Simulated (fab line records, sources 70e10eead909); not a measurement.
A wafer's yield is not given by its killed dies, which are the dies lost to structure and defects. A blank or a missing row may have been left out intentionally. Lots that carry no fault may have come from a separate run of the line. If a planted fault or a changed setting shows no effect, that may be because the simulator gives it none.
fab line records ; flow nandHarc
record: lots: 6; wafers: 18; lastDay: 34
route steps=1302 shown A_M1@1172
lots untouched by any fault: they come from a run of this same line in which no faults occurred
startH: hours from the record's first day to the start of the lot's first wafer shown ; waitH: hours from the lot's prior step to this one ; " unchanged from the row above ; L1.1+2: a single row standing in for several wafers ; - either no value or no given start ; * or withheld: withheld ; < > ~ a bound
route shown NAME@n: NAME is a module with steps in the file, n the number in the route of the first one ; usual: mean and standard deviation over wafers with no fault ; same: alike in all rows ; chamber/n: place in a boat ; sites: readings site by site ; _std_site: standard deviation across them ; _edge_site: inner sites' mean taken away from outer sites' mean ; radiusMm: how far each site lies from the wafer's centre ; mask NAME#n: copy n ; behind: the most recent tool/chamber to have shaped the wafer ; hold: the reason the lot was held/the length of the hold in hours/how it ended ; device: the transistor (n, p or np) that didn't switch ; end of line: at the end of the route, the tests of the same wafers ; for a step that has no rows: nothing shown but its recipe ; killed: dies lost to structure and defects at the first sort, not the wafer's yield ; map: a wafer's dies, marking killed ones x, the rest . and places with no die _
set.NAME: the setting the step ran with; set.NAME@STEP: the setting that earlier step ran with ; model.NAME: the simulator's own value behind a step, which no gauge read
lots seen at some steps along the route; tables by step, rows by wafer
services: a tool's chamber out of use, with start hour (startH, from the record's first day; less than 0 if before it), hours out, and reason
== steps ==
step: NHARC_A_M1_COAT_34
recipe: tempC: 200; timeS: 65
step: NHARC_A_M1_COAT_03
recipe: spinRpm: 1500; resistThkNm: 90
step: NHARC_A_M1_SOFTBAKE_04
recipe: tempC: 105; timeS: 55
step: NHARC_A_M1_EBR_05
step: NHARC_A_M1_EXPOSE_06
recipe: na: 1.35; targetCdNm: 120; doseMj: 75.13; maskId: A_M1
step: NHARC_A_M1_PEB_07
recipe: pebTempC: 100; pebTimeS: 65
step: NHARC_A_M1_DEVELOP_08
recipe: developTimeS: 35; devTempC: 23
step: NHARC_A_M1_CD_MEAS_09
recipe: targetCdNm: 120; landingEnergyEv: 500
usual: cdNm: 120.0/0.48
lot.wafer;tool;chamber;startH;waitH;cdNm
L139.1;cdSem-01;0;553.25;-;119.4
L139.5;cdSem-01;0;553.25;-;120.1
L139.6;cdSem-01;0;553.25;-;119.8
L144.1;cdSem-01;0;614.97;-;119.7
L144.2;cdSem-01;0;614.97;-;120.1
L144.4;cdSem-01;0;614.97;-;120.2
L151.1;cdSem-01;0;672.63;-;120.1
L151.2;cdSem-01;0;672.63;-;120.2
L151.6;cdSem-01;0;672.63;-;119.8
L153.2;cdSem-03;0;697.81;-;120.0
L153.3;cdSem-03;0;697.81;-;120.7
L153.5;cdSem-03;0;697.81;-;120.1
L157.4;cdSem-01;0;733.87;-;119.8
L157.5;cdSem-01;0;733.87;-;120.0
L157.6;cdSem-01;0;733.87;-;120.1
L159.1;cdSem-03;0;774.76;-;120.0
L159.5;cdSem-03;0;774.76;-;120.1
L159.6;cdSem-03;0;774.76;-;119.8
step: NHARC_A_M1_OVL_MEAS_10
recipe: pitchNm: 240
usual: overlayXNm: 0.1/0.84; overlayYNm: 0.0/0.82
lot.wafer;tool;chamber;startH;waitH;overlayXNm;overlayYNm
L139.1;overlay-02;-;553.34;-;-0.9;-0.6
L139.5;overlay-02;-;553.34;-;-0.7;-0.9
L139.6;overlay-02;-;553.34;-;-0.8;-1.5
L144.1;overlay-02;-;615.06;-;0.4;0.7
L144.2;overlay-02;-;615.06;-;-0.1;0.3
L144.4;overlay-02;-;615.06;-;0.0;0.6
L151.1;overlay-02;-;672.72;-;1.0;-1.2
L151.2;overlay-02;-;672.72;-;1.0;-1.7
L151.6;overlay-02;-;672.72;-;0.8;-1.4
L153.2;overlay-01;-;697.90;-;0.4;0.3
L153.3;overlay-01;-;697.90;-;0.3;-0.2
L153.5;overlay-01;-;697.90;-;0.8;0.7
L157.4;overlay-02;-;733.95;-;0.4;0.4
L157.5;overlay-02;-;733.95;-;0.3;-0.4
L157.6;overlay-02;-;733.95;-;0.5;0.2
L159.1;overlay-02;-;774.85;-;0.1;-0.1
L159.5;overlay-02;-;774.85;-;0.4;-0.3
L159.6;overlay-02;-;774.85;-;0.4;-0.2
step: NHARC_A_M1_INSPECT_11
usual: rawDefectCount: 76/38
lot.wafer;tool;chamber;startH;waitH;rawDefectCount
L139.1;defectInspect-01;-;553.38;0.0;19
L139.5;defectInspect-01;-;553.38;0.0;22
L139.6;defectInspect-01;-;553.38;0.0;24
L144.1;defectInspect-02;-;615.10;0.0;30
L144.2;defectInspect-02;-;615.10;0.0;26
L144.4;defectInspect-02;-;615.10;0.0;29
L151.1;defectInspect-02;-;672.75;0.0;57
L151.2;defectInspect-02;-;672.75;0.0;67
L151.6;defectInspect-02;-;672.75;0.0;79
L153.2;defectInspect-01;-;697.94;0.0;18
L153.3;defectInspect-01;-;697.94;0.0;37
L153.5;defectInspect-01;-;697.94;0.0;27
L157.4;defectInspect-01;-;733.99;0.0;16
L157.5;defectInspect-01;-;733.99;0.0;21
L157.6;defectInspect-01;-;733.99;0.0;24
L159.1;defectInspect-02;-;774.89;0.0;47
L159.5;defectInspect-02;-;774.89;0.0;54
L159.6;defectInspect-02;-;774.89;0.0;47
step: NHARC_A_M1_DESCUM_14
recipe: timeS: 3; o2FlowSccm: 200; arFlowSccm: 0; biasPowerW: 0; chemistry: O2
usual: drypumpMotorCurrentA: 5.7/0.34; oesProductAu: 0.997/0.01; rfVppV: 58.0/0.89; showerheadPlenumPTorr: 1.96/0.076; throttleValvePct: 11.311/0.0084
lot.wafer;tool;chamber;startH;waitH;drypumpMotorCurrentA;oesProductAu;rfHoursCounterH;rfVppV;showerheadPlenumPTorr;throttleValvePct
L139.1;rieDiel-13;0;553.45;0.1;5.8;1.004;2;58.0;1.78;11.305
L139.6;rieDiel-13;3;553.45;0.1;6.1;1.002;-;58.3;2.04;11.315
L139.5;rieDiel-13;0;553.45;0.1;5.8;1.004;-;57.8;1.78;11.310
L144.1;rieDiel-04;1;615.16;0.1;5.9;0.992;5;56.6;2.01;11.298
L144.2;rieDiel-04;2;615.16;0.1;5.4;0.983;5;58.0;1.88;11.309
L144.4;rieDiel-04;0;615.16;0.1;6.2;0.990;5;57.1;1.93;11.324
L151.1;rieDiel-04;0;672.81;0.1;6.1;0.973;8;58.4;1.93;11.309
L151.2;rieDiel-04;1;672.81;0.1;5.9;1.004;9;58.4;2.01;11.314
L151.6;rieDiel-04;1;672.81;0.1;5.9;0.988;-;57.4;2.01;11.323
L153.2;rieDiel-04;2;698.01;0.1;5.4;0.985;10;58.2;1.88;11.304
L153.3;rieDiel-04;3;698.01;0.1;6.1;1.021;9;58.4;1.97;11.293
L153.5;rieDiel-04;0;698.01;0.1;6.2;0.999;-;59.4;1.93;11.315
L157.4;rieDiel-13;1;734.04;0.1;5.3;0.989;1;57.1;1.98;11.315
L157.5;rieDiel-13;1;734.04;0.1;5.3;0.993;-;59.1;1.98;11.325
L157.6;rieDiel-13;2;734.04;0.1;5.5;1.000;-;59.3;2.02;11.305
L159.1;rieDiel-13;0;774.96;0.1;5.8;1.004;3;56.5;1.78;11.299
L159.5;rieDiel-13;3;774.96;0.1;6.1;0.987;-;56.9;2.03;11.314
L159.6;rieDiel-13;0;774.96;0.1;5.8;1.009;-;56.7;1.78;11.319
step: NHARC_A_M1_ETCH_35
recipe: targetDepthA: 400; overetchA: 120; timeS: 43.94; ionEnergyEv: 200; n2FlowSccm: 150; h2FlowSccm: 150; arFlowSccm: 0; rfW: 400; biasW: 150; chemistry: N2/H2
usual: drypumpMotorCurrentA: 5.7/0.34; oesProductAu: 0.999/0.011; rfVppV: 431.7/2.5; runLengthS: 65.4/0.48; showerheadPlenumPTorr: 2.08/0.087; throttleValvePct: 14.171/0.009
lot.wafer;tool;chamber;startH;waitH;drypumpMotorCurrentA;oesProductAu;rfHoursCounterH;rfVppV;runLengthS;showerheadPlenumPTorr;throttleValvePct
L139.1;rieDiel-13;0;553.52;0.1;5.8;0.995;2;427.4;65.7;1.90;14.164
L139.6;rieDiel-13;0;553.52;0.1;5.8;0.997;-;426.4;65.8;1.90;14.173
L139.5;rieDiel-13;1;553.52;0.1;5.3;0.979;-;432.5;65.9;2.11;14.155
L144.4;rieDiel-04;2;615.24;0.1;5.4;0.999;5;430.1;64.6;2.00;14.176
L144.2;rieDiel-04;0;615.24;0.1;6.2;0.999;5;430.4;65.1;2.05;14.173
L144.1;rieDiel-04;1;615.24;0.1;5.8;1.013;5;433.5;65.2;2.15;14.174
L151.2;rieDiel-04;1;672.90;0.1;5.9;0.995;9;433.5;65.5;2.15;14.164
L151.1;rieDiel-04;2;672.90;0.1;5.4;0.980;9;429.4;64.9;2.00;14.159
L151.6;rieDiel-04;2;672.90;0.1;5.4;0.975;-;430.2;65.1;2.00;14.168
L153.3;rieDiel-04;2;698.08;0.1;5.3;0.977;10;429.1;64.6;2.00;14.173
L153.2;rieDiel-04;3;698.08;0.1;6.1;1.009;9;432.0;65.8;2.10;14.170
L153.5;rieDiel-04;3;698.08;0.1;6.1;1.012;-;433.8;65.9;2.10;14.174
L157.4;rieDiel-13;0;734.14;0.1;5.8;1.001;1;426.4;65.4;1.89;14.162
L157.5;rieDiel-13;2;734.14;0.1;5.6;0.991;-;434.0;65.1;2.16;14.161
L157.6;rieDiel-13;3;734.14;0.1;6.1;1.000;-;433.3;65.5;2.17;14.167
L159.1;rieDiel-13;1;775.05;0.1;5.3;0.985;3;433.0;66.0;2.11;14.172
L159.6;rieDiel-13;2;775.05;0.1;5.6;1.003;-;433.9;65.0;2.16;14.161
L159.5;rieDiel-13;3;775.05;0.1;6.1;0.998;-;435.0;65.4;2.17;14.168
step: NHARC_A_M1_ETCH_15
recipe: targetDepthA: 1825; timeS: 91.2; c4f8FlowSccm: withheld; arFlowSccm: 400; rfW: 600; biasW: 300; chemistry: C4F8/Ar
usual: oesProductAu: 0.952/0.022; rfVppV: 442.0/2.6; runLengthS: 112.7/0.44
lot.wafer;tool;chamber;startH;waitH;oesProductAu;rfHoursCounterH;rfVppV;runLengthS
L139.1;rieDiel-13;2;553.63;-;0.921;2;443.6;112.9
L139.6;rieDiel-13;0;553.63;-;0.922;-;437.4;112.7
L139.5;rieDiel-13;1;553.63;-;0.921;-;442.0;113.6
L144.4;rieDiel-04;0;615.33;-;0.926;5;441.8;112.0
L144.2;rieDiel-04;2;615.33;-;0.919;5;438.7;112.1
L144.1;rieDiel-04;3;615.33;-;0.939;5;442.3;113.2
L151.1;rieDiel-04;1;672.99;-;0.961;9;444.8;100.8
L151.2;rieDiel-04;3;672.99;-;0.988;8;442.4;101.9
L151.6;rieDiel-04;0;672.99;-;0.948;-;441.3;111.8
L153.2;rieDiel-04;3;698.17;-;0.933;9;441.6;101.8
L153.3;rieDiel-04;2;698.17;-;0.913;10;439.9;112.6
L153.5;rieDiel-04;3;698.17;-;0.929;-;442.4;113.4
L157.4;rieDiel-13;3;734.23;-;0.964;1;445.8;112.5
L157.5;rieDiel-13;2;734.23;-;0.957;-;443.9;112.5
L157.6;rieDiel-13;3;734.23;-;0.966;-;445.9;112.5
L159.1;rieDiel-13;3;775.15;-;0.918;3;446.6;112.9
L159.5;rieDiel-13;0;775.15;-;0.932;-;436.3;112.6
L159.6;rieDiel-13;1;775.15;-;0.920;-;442.1;113.4
step: NHARC_A_M1_CD_MEAS_16
usual: cdNm: 120.0/0.74
lot.wafer;tool;chamber;startH;waitH;cdNm
L139.1;cdSem-03;-;553.74;-;120.5
L139.5;cdSem-03;-;553.74;-;120.5
L139.6;cdSem-03;-;553.74;-;120.5
L144.1;cdSem-03;-;615.46;-;119.7
L144.2;cdSem-03;-;615.46;-;119.4
L144.4;cdSem-03;-;615.46;-;120.7
L151.1;cdSem-03;-;673.12;-;119.8
L151.2;cdSem-03;-;673.12;-;119.7
L151.6;cdSem-03;-;673.12;-;119.2
L153.2;cdSem-03;-;698.30;-;119.2
L153.3;cdSem-03;-;698.30;-;120.2
L153.5;cdSem-03;-;698.30;-;120.6
L157.4;cdSem-02;-;734.36;-;120.1
L157.5;cdSem-02;-;734.36;-;120.0
L157.6;cdSem-02;-;734.36;-;120.2
L159.1;cdSem-02;-;775.25;-;119.4
L159.5;cdSem-02;-;775.25;-;119.6
L159.6;cdSem-02;-;775.25;-;119.8
== services ==
tool;chamber;startH;hours;kind
rieDiel-04;-;531.90;9.0;pm
rieDiel-04;0;531.90;9.0;ventCycle
rieDiel-04;1;531.90;9.0;ventCycle
rieDiel-04;2;531.90;9.0;ventCycle
rieDiel-04;3;531.90;9.0;ventCycle
rieDiel-04;0;540.90;-;clean
rieDiel-04;1;540.90;-;clean
rieDiel-04;2;540.90;-;clean
rieDiel-04;3;540.90;-;clean
rieDiel-13;0;552.76;-;clean
rieDiel-13;1;552.76;-;clean
rieDiel-13;2;552.76;-;clean
rieDiel-13;3;552.76;-;clean
rieDiel-04;0;565.40;-;clean
rieDiel-04;1;565.40;-;clean
rieDiel-04;2;565.40;-;clean
rieDiel-04;3;565.40;-;clean
rieDiel-13;0;577.26;-;clean
rieDiel-13;1;577.26;-;clean
rieDiel-13;2;577.26;-;clean
rieDiel-13;2;669.42;3.1;repair
rieDiel-13;-;696.26;9.0;pm
rieDiel-04;-;708.90;9.0;pm
rieDiel-04;1;746.42;12.1;repair
== key ==
firstSign: step: NHARC_A_M1_ETCH_15; reading: runLengthS; direction: down; sigmas: 25; usual: *; struck: *
effect none on later readings
metAt NHARC_A_M1_ETCH_15
struckWafers L151.1,L151.2,L153.2
sortLeftOut L151.1,L151.2,L153.2
onsetBetween 615.33 672.99
fault: kind: processParameterDrift; tool: rieDiel-04; chamber: -; onsetH: 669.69; steps: NHARC_A_M1_ETCH_15; channel: timeS; offset: *; shape: step; endH: 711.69; scope: struckWafersOnly; actsIn: *; stated: *
sortLeftOut: the simulated sort isn't trusted on such a fault, so these wafers' sort isn't shown, and their yield isn't known
